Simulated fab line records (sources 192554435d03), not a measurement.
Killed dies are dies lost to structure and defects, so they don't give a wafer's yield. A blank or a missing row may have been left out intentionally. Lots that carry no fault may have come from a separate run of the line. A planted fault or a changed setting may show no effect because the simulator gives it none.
Split-lot experiment / flow n5Finfet / 21 wafers read across 7 lots, on a route 1938 steps long

## THE SPLIT ITSELF
At N5_GATE_CUT_ETCH_56 (etches TiN in Cl2/Ar, target depth 21.6 nm), the setting Cl2_flow_sccm was moved away from the recipe's 40 sccm on 8 of the 21 wafers read, by -21.9% to +18.4%. For the rest of the wafers, this setting stayed at what the recipe calls for.

Reading taken at the split's own step.

## THE READING
etch.depthNm (the simulator's own value, which no gauge read), in nm, at N5_GATE_CUT_ETCH_56 (etches TiN in Cl2/Ar, target depth 21.6 nm). There is no usual value for it anywhere in the file. Average 22.08 nm, standard deviation 0.21 nm, over the 13 wafers here run with the recipe.

wafer=L074.1; tool, chamber at the split=rieMetal-01, 1; Cl2_flow_sccm as run, sccm=40; against the recipe=recipe; etch.depthNm, nm=21.95; against lot-mates on the recipe=-
wafer=L074.2; tool, chamber at the split=rieMetal-01, 0; Cl2_flow_sccm as run, sccm=32.22; against the recipe=-19.4%; etch.depthNm, nm=21.21; against lot-mates on the recipe=-0.68
wafer=L074.5; tool, chamber at the split=rieMetal-01, 0; Cl2_flow_sccm as run, sccm=40; against the recipe=recipe; etch.depthNm, nm=21.83; against lot-mates on the recipe=-
wafer=L075.1; tool, chamber at the split=rieMetal-02, 0; Cl2_flow_sccm as run, sccm=33.47; against the recipe=-16.3%; etch.depthNm, nm=21.56; against lot-mates on the recipe=-0.68
wafer=L075.2; tool, chamber at the split=rieMetal-02, 1; Cl2_flow_sccm as run, sccm=33.47; against the recipe=-16.3%; etch.depthNm, nm=21.85; against lot-mates on the recipe=-0.39
wafer=L075.3; tool, chamber at the split=rieMetal-02, 0; Cl2_flow_sccm as run, sccm=40; against the recipe=recipe; etch.depthNm, nm=22.24; against lot-mates on the recipe=-
wafer=L078.1; tool, chamber at the split=rieMetal-02, 0; Cl2_flow_sccm as run, sccm=40; against the recipe=recipe; etch.depthNm, nm=22.35; against lot-mates on the recipe=-
wafer=L078.4; tool, chamber at the split=rieMetal-02, 1; Cl2_flow_sccm as run, sccm=47.36; against the recipe=+18.4%; etch.depthNm, nm=22.81; against lot-mates on the recipe=+0.46
wafer=L078.5; tool, chamber at the split=rieMetal-02, 0; Cl2_flow_sccm as run, sccm=47.36; against the recipe=+18.4%; etch.depthNm, nm=22.43; against lot-mates on the recipe=+0.08
wafer=L083.3; tool, chamber at the split=rieMetal-01, 0; Cl2_flow_sccm as run, sccm=33.24; against the recipe=-16.9%; etch.depthNm, nm=21.4; against lot-mates on the recipe=-0.51
wafer=L083.5; tool, chamber at the split=rieMetal-01, 0; Cl2_flow_sccm as run, sccm=40; against the recipe=recipe; etch.depthNm, nm=21.89; against lot-mates on the recipe=-
wafer=L083.6; tool, chamber at the split=rieMetal-01, 0; Cl2_flow_sccm as run, sccm=40; against the recipe=recipe; etch.depthNm, nm=21.92; against lot-mates on the recipe=-
wafer=L094.1; tool, chamber at the split=rieMetal-03, 1; Cl2_flow_sccm as run, sccm=40; against the recipe=recipe; etch.depthNm, nm=21.96; against lot-mates on the recipe=-
wafer=L094.2; tool, chamber at the split=rieMetal-03, 1; Cl2_flow_sccm as run, sccm=40; against the recipe=recipe; etch.depthNm, nm=21.97; against lot-mates on the recipe=-
wafer=L094.3; tool, chamber at the split=rieMetal-03, 1; Cl2_flow_sccm as run, sccm=40; against the recipe=recipe; etch.depthNm, nm=22.01; against lot-mates on the recipe=-
wafer=L096.2; tool, chamber at the split=rieMetal-01, 1; Cl2_flow_sccm as run, sccm=40; against the recipe=recipe; etch.depthNm, nm=22.33; against lot-mates on the recipe=-
wafer=L096.3; tool, chamber at the split=rieMetal-01, 0; Cl2_flow_sccm as run, sccm=40; against the recipe=recipe; etch.depthNm, nm=21.83; against lot-mates on the recipe=-
wafer=L096.4; tool, chamber at the split=rieMetal-01, 1; Cl2_flow_sccm as run, sccm=40; against the recipe=recipe; etch.depthNm, nm=22.43; against lot-mates on the recipe=-
wafer=L097.3; tool, chamber at the split=rieMetal-02, 1; Cl2_flow_sccm as run, sccm=40; against the recipe=recipe; etch.depthNm, nm=22.34; against lot-mates on the recipe=-
wafer=L097.4; tool, chamber at the split=rieMetal-02, 0; Cl2_flow_sccm as run, sccm=31.24; against the recipe=-21.9%; etch.depthNm, nm=21.17; against lot-mates on the recipe=-1.17
wafer=L097.5; tool, chamber at the split=rieMetal-02, 0; Cl2_flow_sccm as run, sccm=31.24; against the recipe=-21.9%; etch.depthNm, nm=21.33; against lot-mates on the recipe=-1.01

FIT RESULTS
A straight line over all 21 wafers: etch.depthNm changes by +0.0338 nm for each +1% of Cl2_flow_sccm; r = +0.88; the points scatter about the line by 0.21 nm.
The same after taking each lot's own level away (the mean of its wafers on the recipe; 21 wafers): +0.0324 nm for each +1%; r = +0.88; scatter 0.2 nm.
On that fit, the largest move of Cl2_flow_sccm shifts the reading by 0.71 nm.
Across the lots, their own levels run from 21.890 to 22.350 nm, a range of 2.2 times the standard deviation given above.
So the lot-to-lot level changes the slope little: the two slopes agree.
Check: with one of the wafers moved furthest among these (-21.9%) left out of the fit, the line predicts -0.692 nm for it against its lot-mates. It came out at -1.17 nm against them.

## ADDITIONAL SPLITS CARRIED BY THESE WAFERS
These wafers also went through other splits before the reading. Each is held against what the fit with the lots' levels taken away leaves over:
other split on the same wafers=N5_SD_EPI_N_EPI_21 tempC; wafers away from the commonest value=9; r with etch.depthNm (lot level and that fit taken away)=+0.08
other split on the same wafers=N5_SDB_COAT_05 spinRpm; wafers away from the commonest value=4; r with etch.depthNm (lot level and that fit taken away)=+0.06
other split on the same wafers=N5_SDB_ETCH_18 timeS; wafers away from the commonest value=7; r with etch.depthNm (lot level and that fit taken away)=-0.27

## FILE'S OWN FIT
etch.depthNm changes by +0.0341 nm for each +1% of Cl2_flow_sccm, r = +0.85.
